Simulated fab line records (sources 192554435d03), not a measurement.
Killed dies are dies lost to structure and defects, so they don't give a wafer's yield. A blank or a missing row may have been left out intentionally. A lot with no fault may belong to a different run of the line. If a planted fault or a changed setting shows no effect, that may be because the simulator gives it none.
The same fault as seen by 3 desks    flow n5_finfet    each desk has only its own numbers; what lay behind them comes last

## THE METROLOGY DESK
Lot by lot, what the gauges showed, no matter which tool ran the lot: averages of those sampled wafers that carry a number. Any lot whose mean is over 4 standard deviations away from the usual mean is out of limits and marked OUT; that distance is given in the brackets.
Columns: A = cd_nm at N5_SD_EPI_P_CD_MEAS_09, usual 240.2 nm; B = SD_P_BLK_OVL at N5_SD_EPI_P_OVL_MEAS_10, usual -0.3 nm
lot   first seen here  A      B
L810  day 5 13:52      240.0  -0.1
L811  day 5 16:58      240.0  0.1
L820  day 7 15:52      240.2  -0.2
L821  day 8 03:01      240.3  -0.2
L822  day 8 08:07      240.3  -1.5
L824  day 8 21:22      239.9  -0.1
This desk found nothing out of limits on any of the 6 lots.

## THE DEFECT DESK
Inspection counts along the route, by lot: the mean over sampled wafers that carry a number. Any lot whose mean is over 4 standard deviations away from the usual mean is out of limits and marked OUT; that distance is given in the brackets.
Columns: A = raw_defect_count at N5_SD_EPI_P_INSPECT_11, usual 2.1
lot   first seen here  A
L810  day 5 13:55      2.3
L811  day 5 17:01      2.3
L820  day 7 15:55      3.7
L821  day 8 03:04      3.0
L822  day 8 08:11      1.3
L824  day 8 21:25      1.0
This desk found nothing out of limits on any of the 6 lots.

## AT THE TOOL OWNER'S DESK: rie_si-03
The tool's own readings at N5_SD_EPI_P_SD_RECESS_17 (chemistry HBr/Cl2/O2, target depth 39.1 nm, bt time 3 s): means of the sampled wafers that have a number, for each lot that ran on this tool. Any lot whose mean is over 4 standard deviations away from the usual mean is out of limits and marked OUT; that distance is given in the brackets.
Columns: A = drypump_motor_current_A at N5_SD_EPI_P_SD_RECESS_17, usual 5.5 A; B = oes_product_au at N5_SD_EPI_P_SD_RECESS_17, usual 0.996 a.u.; C = rf_fwd_power_W at N5_SD_EPI_P_SD_RECESS_17, usual 794.0 W; D = throttle_valve_pct at N5_SD_EPI_P_SD_RECESS_17, usual 36.8 %
lot   first seen here  A    B      C      D
L810  day 5 14:38      5.2  0.995  796.1  36.8
L820  day 7 16:53      4.9  0.981  789.9  36.6
L821  day 8 03:47      5.6  0.954  796.8  36.8
L824  day 8 22:08      5.2  0.945  793.2  36.7
This desk found nothing out of limits on any of the 4 lots.

## ALL TOGETHER
Nothing out of limits was seen by the metrology desk.
The defect desk saw nothing out of limits.
The desk of the tool owner found nothing out of limits.

## WHAT WAS PUT IN BY THE SIMULATOR
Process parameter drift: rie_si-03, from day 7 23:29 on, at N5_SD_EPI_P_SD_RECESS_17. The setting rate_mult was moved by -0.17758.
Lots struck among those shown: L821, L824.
